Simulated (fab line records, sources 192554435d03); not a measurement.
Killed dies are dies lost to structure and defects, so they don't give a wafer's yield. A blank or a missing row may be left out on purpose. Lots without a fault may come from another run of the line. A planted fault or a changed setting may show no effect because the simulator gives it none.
Split-lot experiment | flow n5_finfet | 7 lots, 21 wafers read, on a route of 1938 steps

THE SPLIT
At N5_BEOL_M9_TRENCH_ETCH_37 (etches SiCOH lowk in C4F6/O2, target depth 151.43 nm, time 49 s), the setting source_w was moved away from the recipe's 345 W on 11 of the 21 wafers read, by -11.1% to +14.9%. The other wafers ran this setting at the recipe's value.

The reading is taken at the split's own step.

THE READING
rf_vpp_V, in V, at N5_BEOL_M9_TRENCH_ETCH_37 (etches SiCOH lowk in C4F6/O2, target depth 151.43 nm, time 49 s). Fault-free wafers of this fab line usually give 665 V, standard deviation 14 V.

wafer  | tool, chamber at the split | source_w as run, W | against the recipe | rf_vpp_V, V | against lot-mates on the recipe
L075.1 | rie_diel-04, 1             | 387.7              | +12.4%             | 611         | -70
L075.3 | rie_diel-04, 2             | 345                | recipe             | 681         | -
L075.4 | rie_diel-04, 3             | 387.7              | +12.4%             | 613         | -68
L074.3 | rie_diel-02, 1             | 396.4              | +14.9%             | 621         | -52
L074.4 | rie_diel-02, 3             | 396.4              | +14.9%             | 600         | -73
L074.6 | rie_diel-02, 0             | 345                | recipe             | 673         | -
L077.1 | rie_diel-06, 1             | 392.8              | +13.9%             | 624         | no lot-mate on the recipe
L077.3 | rie_diel-06, 3             | 392.8              | +13.9%             | 630         | no lot-mate on the recipe
L077.6 | rie_diel-06, 3             | 392.8              | +13.9%             | 627         | no lot-mate on the recipe
L085.2 | rie_diel-04, 3             | 345                | recipe             | 650         | -
L085.3 | rie_diel-04, 1             | 345                | recipe             | 659         | -
L085.4 | rie_diel-04, 2             | 345                | recipe             | 678         | -
L086.2 | rie_diel-04, 3             | 345                | recipe             | 653         | -
L086.3 | rie_diel-04, 0             | 326.4              | -5.4%              | 663         | +7
L086.5 | rie_diel-04, 1             | 345                | recipe             | 659         | -
L089.1 | rie_diel-04, 2             | 314.6              | -8.8%              | 710         | +51
L089.4 | rie_diel-04, 1             | 345                | recipe             | 659         | -
L089.6 | rie_diel-04, 3             | 314.6              | -8.8%              | 683         | +24
L093.1 | rie_diel-02, 0             | 306.7              | -11.1%             | 716         | +37
L093.5 | rie_diel-02, 2             | 345                | recipe             | 691         | -
L093.6 | rie_diel-02, 1             | 345                | recipe             | 667         | -

THE FIT
A straight line over all 21 wafers: rf_vpp_V changes by -3.48 V for each +1% of source_w; r = -0.92; the points scatter about the line by 13 V.
The same after taking each lot's own level away (the mean of its wafers on the recipe; 18 wafers): -4.36 V for each +1%; r = -0.95; scatter 11 V.
On that fit, the largest move of source_w shifts the reading by 65 V.
The lots' own levels span 656.0 to 681.0 V, that is 1.8 times the standard deviation above.
So the lot-to-lot level changes the slope: the two fits differ.
Check: with one of the wafers moved furthest among these (+14.9%) left out of the fit, the line predicts -73.1 V for it against its lot-mates. It came out at -52 V against them.
Tool readings at the split's step, against how far the setting was moved: rf_vpp_V r = -0.92.

OTHER SPLITS ON THESE WAFERS
These wafers also went through other splits before the reading. Each is held against what the fit with the lots' levels taken away leaves over:
other split on the same wafers | wafers away from the commonest value | r with rf_vpp_V (lot level and that fit taken away)
N5_BEOL_M9_ILD_DEP_00 time_s   | 6                                    | -0.06
N5_BEOL_M9_COAT_05 spin_rpm    | 10                                   | +0.05

THE FILE'S OWN FIT
rf_vpp_V changes by -4.25 V for each +1% of source_w, r = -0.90.
